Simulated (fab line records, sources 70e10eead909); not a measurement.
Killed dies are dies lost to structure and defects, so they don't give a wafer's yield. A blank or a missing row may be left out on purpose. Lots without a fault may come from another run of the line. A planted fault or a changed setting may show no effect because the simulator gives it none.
Chamber matching | flow nand_harc | NHARC_A_CONTACT_DEP_29 on pecvd-02: 3 sister chambers
The step deposits SiON, target thk 70 nm. 16 wafers are shown with their chamber, then 8 later ones without.

WAFERS WITH THEIR CHAMBER
wafer  | chamber | showerhead_vpp_V (V) | heater_power_w (W)
L077.1 | 1       | 1160                 | 735
L077.4 | 1       | 1157                 | 596
L077.6 | 2       | 1131                 | 789
L076.1 | 2       | 1119                 | 832
L076.2 | 0       | 1027                 | 800
L076.6 | 0       | 1032                 | 819
L075.1 | 0       | 1021                 | 712
L075.2 | 2       | 1121                 | 875
L075.5 | 2       | 1107                 | 894
L082.1 | 2       | 1121                 | 801
L082.2 | 0       | 1041                 | 682
L082.5 | 2       | 1127                 | 820
L084.2 | 0       | 1023                 | 727
L084.4 | 2       | 1122                 | 739
L084.5 | 0       | 1018                 | 737
L083.2 | 2       | 1119                 | 755

SIGNATURES (means of the wafers above)
reading          | chamber 0 | chamber 1 | chamber 2 | scatter within a chamber
showerhead_vpp_V | 1027.00   | 1158.50   | 1120.88   | 7.33
heater_power_w   | 746.17    | 665.50    | 813.12    | 58.2
Rule: a wafer's distance from a chamber is the root of the sum, over the readings, of the square of ((its reading less the chamber's mean) divided by the reading's scatter). The wafer belongs to the nearest chamber; if the next one is less than 2 further off, it can't be placed. The scatter: the root of (the sum of the squares of (reading less its chamber's mean) over the shown wafers, divided by (wafers less chambers)).

WAFERS WITHOUT THEIR CHAMBER
wafer  | showerhead_vpp_V (V) | heater_power_w (W)
L083.3 | 1156                 | 678
L083.5 | 1115                 | 759
L087.1 | 1161                 | 692
L087.2 | 1118                 | 883
L087.6 | 1119                 | 884
L088.1 | 1131                 | 666
L088.2 | 1110                 | 786
L088.4 | 1130                 | 787

WHICH CHAMBER EACH WENT THROUGH
wafer  | from the rows above     | in truth
L083.3 | 1                       | 1
L083.5 | 2                       | 2
L087.1 | 1                       | 1
L087.2 | 2                       | 2
L087.6 | 2                       | 2
L088.1 | can't be placed: 2 or 1 | 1
L088.2 | 2                       | 2
L088.4 | 2                       | 2
Placed correctly: 7 of 8. Can't be placed from these rows: 1 (the true chamber is among the candidates in 1). Placed wrongly: 0.
